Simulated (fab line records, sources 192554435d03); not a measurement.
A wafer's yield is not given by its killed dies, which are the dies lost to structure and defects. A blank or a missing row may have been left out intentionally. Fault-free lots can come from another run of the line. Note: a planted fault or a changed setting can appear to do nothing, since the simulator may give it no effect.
fab line records    flow n5_finfet
[record] lots = 24  wafers = 72  last_day = 18
route steps=1938 shown SD_ACTIVATION@334 SDB@347 DUMMY_REMOVAL@378 HKMG_FIN@387
lots that met no fault: taken from a fault-free run of the same line
start_h: hours from the record's first day to the start of the lot's first wafer shown    wait_h: hours since the lot's step before    " repeats the value in the row above    L1.1+2: a single row standing in for several wafers    - no value present, or no start provided    * or withheld: withheld    < > ~ a bound
route shown NAME@n: names a module that has steps shown in the file, with the first one's number in the route    usual: mean and standard deviation over wafers with no fault    same: alike in all rows    chamber/n: place in a boat    sites: readings site by site    _std_site: how widely they spread, as a standard deviation    _edge_site: mean of outer sites minus mean of inner sites    radius_mm: how far each site lies from the wafer's centre    mask NAME#n: copy n    behind: the tool/chamber that last shaped the wafer    hold: reason for holding the lot/hours on hold/outcome of the hold    device: whichever transistor did not switch (one of n, p or np)    end of line: tests run on the same wafers once the route is complete    step lacking rows: just its recipe    killed: dies that structure and defects cost at the first sort, which is not the same as the wafer's yield    map: shows each die of a wafer: x if killed, . if not, _ if none is there
set.NAME: the setting as run; set.NAME@STEP: as run at that earlier step    model.NAME: the simulator's own value behind a step, which no gauge read
route steps across a sampled set of lots; one table per step, one row per wafer
services: the hour from which a tool's chamber was out of use, counted from the record's first day as start_h (under 0 if before that day), plus the number of hours and why
[[steps]]
[step N5_SD_ACTIVATION_INSPECT_02]
[recipe] inspect_instrument = darkfield  mode = post_anneal
[usual] raw_defect_count = 193/41
lot.wafer  tool               chamber  start_h  wait_h  raw_defect_count
L074.1     defect_inspect-01  -        57.50    0.2     160
L074.3     "                  -        "        "       208
L074.6     "                  -        "        "       206
L075.1     defect_inspect-02  -        67.16    0.2     172
L075.3     "                  -        "        "       189
L075.4     "                  -        "        "       189
L077.1     defect_inspect-02  -        78.43    0.2     180
L077.3     "                  -        "        "       246
L077.6     "                  -        "        "       175
L076.1     defect_inspect-01  -        79.52    0.2     154
L076.3     "                  -        "        "       185
L076.6     "                  -        "        "       139
L078.2     defect_inspect-02  -        84.83    0.1     145
L078.4     "                  -        "        "       167
L078.5     "                  -        "        "       187
L079.1     defect_inspect-02  -        90.13    0.2     180
L079.3     "                  -        "        "       275
L079.4     "                  -        "        "       227
L080.2     defect_inspect-02  -        94.52    0.1     150
L080.4     "                  -        "        "       144
L080.5     "                  -        "        "       182
L081.1     defect_inspect-01  -        99.00    0.2     170
L081.4     "                  -        "        "       184
L081.5     "                  -        "        "       161
L082.1     defect_inspect-02  -        107.37   0.2     268
L082.3     "                  -        "        "       196
L082.5     "                  -        "        "       174
L083.1     defect_inspect-01  -        113.01   0.2     201
L083.5     "                  -        "        "       181
L083.6     "                  -        "        "       215
L084.2     defect_inspect-01  -        117.00   0.1     238
L084.3     "                  -        "        "       161
L084.5     "                  -        "        "       208
L085.3     defect_inspect-01  -        126.00   0.1     174
L085.5     "                  -        "        "       174
L085.6     "                  -        "        "       191
L086.1     defect_inspect-01  -        137.52   0.2     291
L086.3     "                  -        "        "       150
L086.4     "                  -        "        "       237
L087.2     defect_inspect-02  -        138.10   0.1     162
L087.3     "                  -        "        "       178
L087.5     "                  -        "        "       136
L088.1     defect_inspect-01  -        143.18   0.2     200
L088.4     "                  -        "        "       226
L088.5     "                  -        "        "       176
L089.1     defect_inspect-01  -        146.98   0.2     139
L089.5     "                  -        "        "       126
L089.6     "                  -        "        "       137
L091.3     defect_inspect-01  -        160.81   0.1     157
L091.4     "                  -        "        "       174
L091.6     "                  -        "        "       157
L090.1     defect_inspect-02  -        161.38   0.2     186
L090.3     "                  -        "        "       197
L090.5     "                  -        "        "       175
L092.3     defect_inspect-02  -        170.71   0.1     251
L092.4     "                  -        "        "       155
L092.6     "                  -        "        "       214
L093.3     defect_inspect-01  -        180.57   0.1     127
L093.4     "                  -        "        "       199
L093.6     "                  -        "        "       231
L094.1     defect_inspect-01  -        184.47   0.2     247
L094.5     "                  -        "        "       152
L094.6     "                  -        "        "       248
L095.2     defect_inspect-02  -        187.95   0.1     232
L095.4     "                  -        "        "       249
L095.6     "                  -        "        "       157
L096.1     defect_inspect-02  -        197.91   0.2     201
L096.5     "                  -        "        "       241
L096.6     "                  -        "        "       245
L097.1     defect_inspect-02  -        202.71   0.2     186
L097.2     "                  -        "        "       197
L097.3     "                  -        "        "       191
[step N5_SDB_HM_DEP_00]
[recipe] material = SiNx  target_thk_a = 400  temp_c = 400  precursor = SiH4/NH3/N2  pressure_torr = 1.5  rf_w = 300  time_s = 35.3
[usual] heater_power_w = 744/81  showerhead_plenum_p_Torr = 5.13/0.072  throttle_valve_pct = 40/3.2
lot.wafer  tool      chamber  start_h  wait_h  heater_power_w  showerhead_plenum_p_Torr  throttle_valve_pct
L074.1     pecvd-02  2        63.94    0.0     724             5.15                      37
L074.3     "         1        "        "       761             5.10                      37
L074.6     "         0        "        "       753             5.15                      41
L075.1     pecvd-01  1        73.61    0.0     860             5.07                      47
L075.3     "         2        "        "       650             5.24                      39
L075.4     "         2        "        "       659             5.26                      40
L077.1     pecvd-02  1        84.75    0.0     670             5.12                      37
L077.3     "         0        "        "       716             5.15                      41
L077.6     "         2        "        "       636             5.16                      37
L076.1     pecvd-03  1        86.01    0.0     522             5.11                      39
L076.3     "         2        "        "       572             5.18                      37
L076.6     "         1        "        "       525             5.10                      39
L078.2     pecvd-03  1        91.63    0.0     619             5.11                      39
L078.4     "         1        "        "       620             5.11                      39
L078.5     "         2        "        "       633             5.17                      37
L079.1     pecvd-01  2        98.23    0.0     673             5.27                      40
L079.3     "         0        "        "       704             5.05                      38
L079.4     "         0        "        "       715             5.05                      39
L080.2     pecvd-02  0        101.87   0.0     822             5.16                      41
L080.4     "         2        "        "       717             5.14                      38
L080.5     "         0        "        "       790             5.16                      41
L081.1     pecvd-02  2        105.30   0.0     653             5.15                      37
L081.4     "         0        "        "       764             5.16                      41
L081.5     "         1        "        "       798             5.14                      37
L082.1     pecvd-02  1        114.23   0.0     753             5.13                      37
L082.3     "         0        "        "       788             5.14                      41
L082.5     "         0        "        "       779             5.16                      41
L083.1     pecvd-01  2        119.32   0.0     772             5.25                      39
L083.5     "         2        "        "       755             5.27                      40
L083.6     "         0        "        "       654             5.05                      39
L084.2     pecvd-02  2        123.41   0.0     707             5.15                      38
L084.3     "         0        "        "       735             5.15                      41
L084.5     "         2        "        "       691             5.14                      38
L085.3     pecvd-02  2        132.33   0.0     676             5.15                      38
L085.5     "         1        "        "       710             5.13                      37
L085.6     "         0        "        "       670             5.14                      41
L086.1     pecvd-01  1        144.03   0.0     818             5.06                      47
L086.3     "         0        "        "       641             5.04                      39
L086.4     "         0        "        "       672             5.05                      39
L087.2     pecvd-01  1        144.99   0.0     851             5.07                      47
L087.3     "         0        "        "       745             5.06                      39
L087.5     "         1        "        "       878             5.06                      47
L088.1     pecvd-01  2        150.02   0.0     742             5.25                      40
L088.4     "         2        "        "       769             5.25                      40
L088.5     "         1        "        "       868             5.06                      47
L089.1     pecvd-02  1        153.32   0.0     811             5.13                      38
L089.5     "         2        "        "       703             5.16                      38
L089.6     "         1        "        "       810             5.12                      37
L091.3     pecvd-01  0        167.39   0.0     757             5.05                      39
L091.4     "         2        "        "       719             5.28                      40
L091.6     "         1        "        "       883             5.05                      47
L090.1     pecvd-01  1        167.79   0.0     801             5.06                      47
L090.3     "         0        "        "       750             5.04                      39
L090.5     "         0        "        "       743             5.03                      39
L092.3     pecvd-01  2        177.35   0.0     695             5.25                      40
L092.4     "         2        "        "       703             5.27                      40
L092.6     "         1        "        "       793             5.05                      47
L093.3     pecvd-03  2        186.88   0.0     617             5.19                      37
L093.4     "         0        "        "       876             5.09                      42
L093.6     "         2        "        "       654             5.19                      37
L094.1     pecvd-02  2        191.81   0.0     753             5.16                      38
L094.5     "         2        "        "       773             5.16                      38
L094.6     "         1        "        "       778             5.12                      37
L095.2     pecvd-01  2        195.48   0.0     762             5.26                      40
L095.4     "         2        "        "       785             5.25                      40
L095.6     "         0        "        "       771             5.04                      39
L096.1     pecvd-01  0        204.75   0.0     711             5.05                      39
L096.5     "         1        "        "       799             5.06                      47
L096.6     "         0        "        "       698             5.05                      39
L097.1     pecvd-01  1        209.01   0.0     862             5.07                      46
L097.2     "         0        "        "       736             5.06                      39
L097.3     "         2        "        "       796             5.26                      40
[step N5_SDB_OVL_MEAS_12]
[recipe] points_per_wafer = 44
[usual] SDB_OVL = 0.5/0.64
lot.wafer  tool        chamber  start_h  wait_h  SDB_OVL[nm]
L074.1     overlay-02  0        64.42    0.0     -0.6
L074.3     "           0        "        "       -0.2
L074.6     "           0        "        "       0.7
L075.1     overlay-02  0        73.97    0.0     0.8
L075.3     "           0        "        "       -0.8
L075.4     "           0        "        "       0.4
L077.1     overlay-01  0        85.10    0.0     0.1
L077.3     "           0        "        "       -0.2
L077.6     "           0        "        "       0.3
L076.1     overlay-01  0        86.49    0.0     0.2
L076.3     "           0        "        "       0.0
L076.6     "           0        "        "       -0.4
L078.2     overlay-02  0        92.12    0.0     -0.2
L078.4     "           0        "        "       0.6
L078.5     "           0        "        "       -0.3
L079.1     overlay-01  0        98.71    0.0     0.0
L079.3     "           0        "        "       0.0
L079.4     "           0        "        "       -0.5
L080.2     overlay-02  0        102.36   0.0     1.7
L080.4     "           0        "        "       1.8
L080.5     "           0        "        "       0.6
L081.1     overlay-02  0        105.65   0.0     1.4
L081.4     "           0        "        "       0.4
L081.5     "           0        "        "       1.0
L082.1     overlay-01  0        114.71   0.0     1.8
L082.3     "           0        "        "       -0.3
L082.5     "           0        "        "       0.2
L083.1     overlay-02  0        119.81   0.0     0.2
L083.5     "           0        "        "       1.1
L083.6     "           0        "        "       0.1
L084.2     overlay-02  0        123.89   0.0     -0.5
L084.3     "           0        "        "       0.5
L084.5     "           0        "        "       1.0
L085.3     overlay-02  0        132.81   0.0     0.0
L085.5     "           0        "        "       -0.1
L085.6     "           0        "        "       0.6
L086.1     overlay-02  0        144.51   0.0     1.1
L086.3     "           0        "        "       1.0
L086.4     "           0        "        "       1.1
L087.2     overlay-02  0        145.47   0.0     -0.2
L087.3     "           0        "        "       0.6
L087.5     "           0        "        "       1.6
L088.1     overlay-01  0        150.50   0.0     0.6
L088.4     "           0        "        "       -0.1
L088.5     "           0        "        "       1.0
L089.1     overlay-02  0        153.81   0.0     1.0
L089.5     "           0        "        "       1.2
L089.6     "           0        "        "       1.4
L091.3     overlay-01  0        167.74   0.0     1.0
L091.4     "           0        "        "       2.1
L091.6     "           0        "        "       0.8
L090.1     overlay-01  0        168.27   0.0     1.2
L090.3     "           0        "        "       0.9
L090.5     "           0        "        "       1.1
L092.3     overlay-01  0        177.83   0.0     0.7
L092.4     "           0        "        "       0.4
L092.6     "           0        "        "       0.7
L093.3     overlay-01  0        187.36   0.0     0.3
L093.4     "           0        "        "       0.6
L093.6     "           0        "        "       0.5
L094.1     overlay-01  0        192.29   0.0     -0.2
L094.5     "           0        "        "       0.9
L094.6     "           0        "        "       0.2
L095.2     overlay-01  0        195.83   0.0     1.4
L095.4     "           0        "        "       0.6
L095.6     "           0        "        "       0.4
L096.1     overlay-02  0        205.23   0.0     0.8
L096.5     "           0        "        "       1.0
L096.6     "           0        "        "       1.7
L097.1     overlay-02  0        209.49   0.0     0.5
L097.2     "           0        "        "       0.4
L097.3     "           0        "        "       0.6
[step N5_SDB_CUT_ETCH_26]
[recipe] chemistry = HBr/Cl2/O2  target = Si  target_depth_a = 1296  bt_time_s = 20  mask_material = SiNx  time_s = 51.8  ion_energy_ev = *  bias_w = *  pressure_mtorr = 10  icp_w = 800  HBr_flow_sccm = 150  Cl2_flow_sccm = 80  O2_flow_sccm = 12
[usual] drypump_motor_current_A = 5.9/0.47  oes_product_au = 0.998/0.014  throttle_valve_pct = 37.19/0.23
lot.wafer  tool       chamber  start_h  wait_h  drypump_motor_current_A  oes_product_au  rf_hours_counter_h  throttle_valve_pct
L074.1     rie_si-01  3        65.12    0.1     6.7                      0.988           79                  37.41
L074.3     "          2        "        "       5.8                      0.979           48                  36.81
L074.6     "          3        "        "       6.7                      0.987           -                   37.40
L075.1     rie_si-04  1        75.02    0.1     6.4                      0.996           5                   37.13
L075.3     "          0        "        "       5.8                      1.002           79                  37.51
L075.4     "          2        "        "       5.5                      1.000           4                   37.00
L077.1     rie_si-04  2        86.33    0.1     5.5                      0.996           4                   36.98
L077.3     "          0        "        "       5.8                      0.996           79                  37.53
L077.6     "          3        "        "       5.8                      0.998           -                   37.48
L076.1     rie_si-01  0        87.20    0.1     5.3                      1.005           132                 37.36
L076.3     "          1        "        "       5.3                      1.019           2                   37.15
L076.6     "          2        "        "       5.7                      0.978           -                   36.81
L078.2     rie_si-06  0        92.78    0.1     6.0                      0.965           54                  36.87
L078.4     "          2        "        "       5.6                      0.997           104                 36.97
L078.5     "          3        "        "       5.6                      1.010           -                   37.35
L079.1     rie_si-04  0        99.71    0.1     5.9                      0.998           79                  37.54
L079.3     "          2        "        "       5.4                      0.997           4                   36.98
L079.4     "          1        "        "       6.4                      0.991           6                   37.14
L080.2     rie_si-01  1        103.51   0.1     5.3                      1.012           2                   37.14
L080.4     "          0        "        "       5.3                      1.007           132                 37.37
L080.5     "          2        "        "       5.7                      0.977           -                   36.80
L081.1     rie_si-04  2        106.32   0.1     5.5                      0.996           4                   36.99
L081.4     "          3        "        "       5.8                      1.000           189                 37.46
L081.5     "          1        "        "       6.4                      1.005           -                   37.14
L082.1     rie_si-01  3        115.47   0.1     6.7                      0.985           80                  37.41
L082.3     "          0        "        "       5.3                      1.007           132                 37.37
L082.5     "          1        "        "       5.3                      1.016           -                   37.13
L083.1     rie_si-04  2        120.48   0.1     5.5                      0.999           5                   36.98
L083.5     "          1        "        "       6.4                      1.001           -                   37.13
L083.6     "          0        "        "       5.8                      0.997           -                   37.51
L084.2     rie_si-04  0        125.46   0.1     5.8                      0.995           80                  37.52
L084.3     "          3        "        "       5.8                      0.995           190                 37.44
L084.5     "          2        "        "       5.5                      1.001           -                   36.97
L085.3     rie_si-01  3        133.48   0.1     6.7                      0.985           80                  37.41
L085.5     "          0        "        "       5.3                      1.013           -                   37.37
L085.6     "          3        "        "       6.7                      0.989           -                   37.42
L086.1     rie_si-01  1        145.18   0.1     5.3                      1.013           3                   37.16
L086.3     "          3        "        "       6.7                      0.987           80                  37.40
L086.4     "          0        "        "       5.3                      1.013           132                 37.36
L087.2     rie_si-06  0        146.14   0.1     6.0                      0.965           55                  36.88
L087.3     "          3        "        "       5.7                      1.004           131                 37.37
L087.5     "          2        "        "       5.6                      1.005           -                   36.97
L088.1     rie_si-06  3        151.17   0.1     5.6                      1.008           131                 37.35
L088.4     "          0        "        "       6.0                      0.957           55                  36.87
L088.5     "          2        "        "       5.6                      1.002           -                   36.98
L089.1     rie_si-01  3        154.85   0.1     6.7                      0.999           81                  37.40
L089.5     "          1        "        "       5.3                      1.017           -                   37.13
L089.6     "          0        "        "       5.3                      1.013           -                   37.35
L091.3     rie_si-04  2        168.41   0.1     5.5                      0.996           5                   37.00
L091.4     "          1        "        "       6.4                      1.000           7                   37.12
L091.6     "          3        "        "       5.8                      0.996           -                   37.46
L090.1     rie_si-01  2        168.94   0.1     5.8                      0.986           50                  36.82
L090.3     "          1        "        "       5.3                      1.015           3                   37.14
L090.5     "          2        "        "       5.8                      0.983           -                   36.83
L092.3     rie_si-01  3        179.34   0.1     6.7                      0.988           81                  37.40
L092.4     "          2        "        "       5.8                      0.976           50                  36.81
L092.6     "          2        "        "       5.8                      0.980           -                   36.83
L093.3     rie_si-06  1        188.03   0.1     6.5                      1.014           58                  37.16
L093.4     "          2        "        "       5.6                      1.008           106                 36.97
L093.6     "          3        "        "       5.7                      1.020           -                   37.35
L094.1     rie_si-04  0        193.06   0.1     5.8                      1.004           81                  37.52
L094.5     "          0        "        "       5.8                      0.997           -                   37.51
L094.6     "          1        "        "       6.4                      0.995           -                   37.13
L095.2     rie_si-06  2        196.71   0.1     5.6                      0.994           106                 36.95
L095.4     "          1        "        "       6.5                      1.010           58                  37.15
L095.6     "          0        "        "       6.0                      0.972           -                   36.87
L096.1     rie_si-04  0        205.92   0.1     5.9                      0.998           82                  37.51
L096.5     "          2        "        "       5.5                      0.998           -                   36.98
L096.6     "          1        "        "       6.4                      1.001           -                   37.15
L097.1     rie_si-01  3        210.16   0.1     6.7                      0.993           82                  37.39
L097.2     "          2        "        "       5.8                      0.973           50                  36.81
L097.3     "          0        "        "       5.3                      1.005           133                 37.36
[step N5_DUMMY_REMOVAL_STRIP_10]
[recipe] chemistry = N2/H2  time_s = 40  power_w = 100  temp_c = 40  pressure_mtorr = 100  rf_frequency_hz = 6e+07  bias_power_w = 3  n2_flow_sccm = 300  h2_flow_sccm = 300
[usual] drypump_motor_current_A = 5.6/0.38  oes_product_au = 0.81/0.092  rf_vpp_V = 45.3/0.81  showerhead_plenum_p_Torr = 3.42/0.087  throttle_valve_pct = 12.18/0.24
lot.wafer  tool         chamber  start_h  wait_h  drypump_motor_current_A  oes_product_au  rf_hours_counter_h  rf_vpp_V  showerhead_plenum_p_Torr  throttle_valve_pct
L074.1     rie_diel-04  1        68.47    0.0     5.3                      0.66            258                 44.5      3.33                      12.55
L074.3     "            0        "        "       5.9                      0.81            99                  45.5      3.39                      11.97
L074.6     "            0        "        "       5.9                      0.81            -                   44.7      3.39                      11.96
L075.1     rie_diel-05  0        78.45    0.0     6.2                      0.76            138                 44.8      3.52                      12.47
L075.3     "            3        "        "       5.6                      0.69            246                 44.8      3.30                      12.29
L075.4     "            1        "        "       5.6                      0.78            123                 45.9      3.37                      12.04
L077.1     rie_diel-05  2        89.74    0.0     5.5                      0.97            12                  43.7      3.46                      11.90
L077.3     "            1        "        "       5.6                      0.78            126                 46.0      3.37                      12.03
L077.6     "            2        "        "       5.5                      0.97            -                   45.6      3.46                      11.89
L076.1     rie_diel-05  1        90.50    0.0     5.6                      0.79            126                 44.6      3.37                      12.04
L076.3     "            2        "        "       5.5                      0.98            12                  47.0      3.46                      11.92
L076.6     "            2        "        "       5.5                      0.97            -                   44.4      3.46                      11.92
L078.2     rie_diel-02  2        96.09    0.0     5.6                      0.79            138                 45.4      3.37                      11.98
L078.4     "            1        "        "       4.9                      0.70            227                 46.0      3.46                      12.33
L078.5     "            3        "        "       5.2                      0.75            -                   46.9      3.53                      12.47
L079.1     rie_diel-05  1        103.02   0.0     5.6                      0.78            131                 45.1      3.37                      12.05
L079.3     "            2        "        "       5.5                      0.95            17                  44.9      3.46                      11.91
L079.4     "            2        "        "       5.5                      0.95            -                   46.0      3.46                      11.93
L080.2     rie_diel-02  3        107.00   0.0     5.2                      0.74            150                 45.1      3.53                      12.47
L080.4     "            1        "        "       4.9                      0.71            230                 44.7      3.46                      12.34
L080.5     "            2        "        "       5.6                      0.77            -                   44.8      3.37                      11.99
L081.1     rie_diel-02  1        109.67   0.0     4.9                      0.71            231                 45.3      3.46                      12.35
L081.4     "            0        "        "       5.4                      0.70            236                 45.5      3.23                      12.48
L081.5     "            3        "        "       5.2                      0.74            -                   46.3      3.53                      12.48
L082.1     rie_diel-02  3        118.78   0.0     5.2                      0.74            153                 46.1      3.53                      12.48
L082.3     "            1        "        "       4.9                      0.70            233                 45.7      3.46                      12.34
L082.5     "            1        "        "       4.9                      0.70            -                   46.8      3.46                      12.33
L083.1     rie_diel-02  1        124.21   0.0     4.9                      0.71            234                 45.7      3.46                      12.34
L083.5     "            0        "        "       5.4                      0.69            -                   45.3      3.23                      12.49
L083.6     "            1        "        "       4.9                      0.69            -                   45.4      3.46                      12.33
L084.2     rie_diel-04  2        128.76   0.0     6.4                      0.90            34                  45.5      3.45                      12.24
L084.3     "            0        "        "       5.9                      0.78            121                 45.7      3.38                      12.00
L084.5     "            3        "        "       5.7                      0.91            -                   46.2      3.48                      12.17
L085.3     rie_diel-02  2        136.78   0.0     5.6                      0.77            149                 45.6      3.37                      11.99
L085.5     "            0        "        "       5.4                      0.69            -                   45.1      3.23                      12.48
L085.6     "            3        "        "       5.2                      0.73            -                   45.4      3.53                      12.50
L086.1     rie_diel-04  0        148.48   0.0     5.9                      0.78            129                 46.2      3.37                      12.02
L086.3     "            3        "        "       5.7                      0.88            29                  45.8      3.47                      12.18
L086.4     "            1        "        "       5.4                      0.98            -                   45.3      3.32                      11.92
L087.2     rie_diel-04  2        149.44   0.0     6.4                      0.89            39                  44.7      3.45                      12.26
L087.3     "            0        "        "       5.9                      0.78            130                 45.9      3.37                      12.04
L087.5     "            2        "        "       6.4                      0.90            -                   44.5      3.45                      12.25
L088.1     rie_diel-04  1        154.82   0.0     5.4                      0.97            4                   44.0      3.32                      11.93
L088.4     "            0        "        "       5.9                      0.77            132                 46.2      3.37                      12.04
L088.5     "            0        "        "       5.9                      0.78            -                   44.9      3.37                      12.03
L089.1     rie_diel-05  0        158.16   0.0     6.2                      0.74            162                 46.1      3.51                      12.53
L089.5     "            1        "        "       5.6                      0.76            -                   45.3      3.36                      12.10
L089.6     "            2        "        "       5.5                      0.91            -                   44.9      3.45                      11.97
L091.3     rie_diel-02  3        171.75   0.0     5.2                      0.71            169                 45.1      3.52                      12.53
L091.4     "            3        "        "       5.2                      0.72            -                   45.9      3.52                      12.54
L091.6     "            2        "        "       5.6                      0.76            -                   45.0      3.36                      12.02
L090.1     rie_diel-04  3        172.31   0.0     5.7                      0.87            35                  46.3      3.47                      12.21
L090.3     "            0        "        "       5.9                      0.77            135                 46.7      3.37                      12.04
L090.5     "            1        "        "       5.4                      0.94            -                   46.3      3.31                      11.91
L092.3     rie_diel-05  1        182.64   0.0     5.6                      0.76            152                 46.5      3.36                      12.11
L092.4     "            0        "        "       6.2                      0.74            168                 45.3      3.51                      12.57
L092.6     "            1        "        "       5.6                      0.76            -                   44.5      3.36                      12.10
L093.3     rie_diel-05  2        192.99   0.0     5.5                      0.90            42                  46.6      3.45                      11.98
L093.4     "            1        "        "       5.6                      0.75            155                 45.1      3.36                      12.10
L093.6     "            0        "        "       6.2                      0.73            -                   43.5      3.50                      12.58
L094.1     rie_diel-05  2        196.37   0.0     5.5                      0.89            43                  45.0      3.45                      11.98
L094.5     "            3        "        "       5.6                      0.89            -                   45.2      3.28                      11.72
L094.6     "            2        "        "       5.5                      0.90            -                   45.8      3.45                      12.00
L095.2     rie_diel-02  0        200.02   0.0     5.4                      0.99            3                   44.4      3.63                      11.88
L095.4     "            2        "        "       5.6                      0.74            -                   45.9      3.36                      12.04
L095.6     "            0        "        "       5.4                      0.97            -                   46.1      3.63                      11.89
L096.1     rie_diel-05  2        209.22   0.0     5.5                      0.88            47                  44.9      3.44                      12.00
L096.5     "            1        "        "       5.6                      0.74            -                   43.4      3.35                      12.12
L096.6     "            2        "        "       5.4                      0.88            -                   44.6      3.44                      12.00
L097.1     rie_diel-05  2        213.46   0.0     5.5                      0.88            48                  45.5      3.44                      12.02
L097.2     "            1        "        "       5.6                      0.74            161                 44.4      3.35                      12.12
L097.3     "            0        "        "       6.2                      0.73            178                 44.9      3.50                      12.58
[step N5_HKMG_FIN_HK_ANNEAL_02]
[recipe] temp_c = 700  time_s = 30  ambient = N2  idle_temp_c = 600  ramp_up_c_per_s = 150  ramp_down_c_per_s = 60  cool_to_c = 600
[usual] lamp_power_pct = 8.79/0.048  wafer_temp_C_max = 702.9/0.74
lot.wafer  tool           chamber  start_h  wait_h  lamp_power_pct  wafer_temp_C_max
L074.1     rtp_anneal-01  0        69.17    0.1     8.74            703.2
L074.3     "              0        "        "       8.79            703.7
L074.6     "              0        "        "       8.81            703.1
L075.1     rtp_anneal-01  0        79.60    0.5     8.80            702.8
L075.3     "              0        "        "       8.83            702.3
L075.4     "              0        "        "       8.70            703.1
L077.1     rtp_anneal-01  0        90.44    0.1     8.86            702.6
L077.3     "              0        "        "       8.84            702.6
L077.6     "              0        "        "       8.78            702.5
L076.1     rtp_anneal-01  0        91.21    0.1     8.67            704.9
L076.3     "              0        "        "       8.81            703.6
L076.6     "              0        "        "       8.81            703.2
L078.2     rtp_anneal-01  0        96.83    0.1     8.79            702.4
L078.4     "              0        "        "       8.77            702.3
L078.5     "              0        "        "       8.83            702.4
L079.1     rtp_anneal-01  0        103.74   0.1     8.78            702.3
L079.3     "              0        "        "       8.67            703.8
L079.4     "              0        "        "       8.76            704.6
L080.2     rtp_anneal-01  0        107.94   0.3     8.71            702.7
L080.4     "              0        "        "       8.70            703.7
L080.5     "              0        "        "       8.82            702.6
L081.1     rtp_anneal-01  0        111.33   1.0     8.79            702.1
L081.4     "              0        "        "       8.72            704.3
L081.5     "              0        "        "       8.68            702.3
L082.1     rtp_anneal-01  0        119.73   0.3     8.81            703.8
L082.3     "              0        "        "       8.87            704.6
L082.5     "              0        "        "       8.86            701.8
L083.1     rtp_anneal-01  0        124.98   0.2     8.72            703.1
L083.5     "              0        "        "       8.75            702.1
L083.6     "              0        "        "       8.79            703.2
L084.2     rtp_anneal-01  0        129.87   0.5     8.78            703.0
L084.3     "              0        "        "       8.75            703.4
L084.5     "              0        "        "       8.84            702.5
L085.3     rtp_anneal-01  0        137.79   0.3     8.82            703.4
L085.5     "              0        "        "       8.77            702.4
L085.6     "              0        "        "       8.75            702.1
L086.1     rtp_anneal-01  0        149.61   0.5     8.77            703.0
L086.3     "              0        "        "       8.76            702.7
L086.4     "              0        "        "       8.81            702.1
L087.2     rtp_anneal-01  0        150.36   0.3     8.75            703.6
L087.3     "              0        "        "       8.78            702.7
L087.5     "              0        "        "       8.87            702.4
L088.1     rtp_anneal-01  0        156.46   0.9     8.79            702.5
L088.4     "              0        "        "       8.80            702.0
L088.5     "              0        "        "       8.77            702.9
L089.1     rtp_anneal-01  0        159.34   0.6     8.64            702.1
L089.5     "              0        "        "       8.82            702.4
L089.6     "              0        "        "       8.81            703.3
L091.3     rtp_anneal-01  0        173.29   0.9     8.80            704.1
L091.4     "              0        "        "       8.82            703.5
L091.6     "              0        "        "       8.86            703.1
L090.1     rtp_anneal-01  0        173.68   0.8     8.74            705.0
L090.3     "              0        "        "       8.70            702.6
L090.5     "              0        "        "       8.83            701.7
L092.3     rtp_anneal-01  0        183.61   0.4     8.77            702.5
L092.4     "              0        "        "       8.89            703.2
L092.6     "              0        "        "       8.90            702.8
L093.3     rtp_anneal-02  0        193.75   0.2     8.80            702.3
L093.4     "              0        "        "       8.80            703.9
L093.6     "              0        "        "       8.84            703.2
L094.1     rtp_anneal-01  0        197.07   0.1     8.76            703.3
L094.5     "              0        "        "       8.78            701.2
L094.6     "              0        "        "       8.85            703.5
L095.2     rtp_anneal-02  0        200.75   0.1     8.84            703.1
L095.4     "              0        "        "       8.78            703.0
L095.6     "              0        "        "       8.72            702.8
L096.1     rtp_anneal-02  0        209.93   0.1     8.82            702.7
L096.5     "              0        "        "       8.76            703.4
L096.6     "              0        "        "       8.77            702.2
L097.1     rtp_anneal-02  0        214.19   0.1     8.80            702.6
L097.2     "              0        "        "       8.88            701.8
L097.3     "              0        "        "       8.73            702.6
[[services]]
tool           chamber  start_h  hours  kind
rie_si-01      -        45.46    0.5    repair
rie_si-06      0        46.11    1.2    repair
pecvd-01       -        46.77    0.6    repair
rie_si-01      0        49.64    3.3    repair
rie_diel-05    3        55.54    9.2    repair
rie_diel-04    0        57.00    4.1    repair
rie_diel-05    2        63.93    2.1    repair
pecvd-02       -        70.23    3.2    repair
rie_si-01      -        95.57    4.3    pm
rtp_anneal-02  -        102.35   86.3   pm
rie_diel-05    1        112.71   3.3    repair
rie_si-04      1        129.85   13.3   repair
rie_si-04      2        130.62   24.5   repair
rie_si-04      0        133.50   2.9    repair
rie_diel-04    2        143.32   5.9    repair
rie_diel-04    -        144.48   0.2    repair
rie_diel-02    2        145.20   5.7    repair
rie_diel-02    -        174.67   14.6   pm
rie_si-06      0        179.43   4.0    repair
rie_si-01      0        185.59   12.8   repair
rie_diel-02    0        190.78   2.9    repair
rie_si-01      -        192.54   0.2    repair
rie_diel-02    3        201.95   4.0    repair
rie_diel-05    3        210.20   15.3   repair
[[key]]
fault none
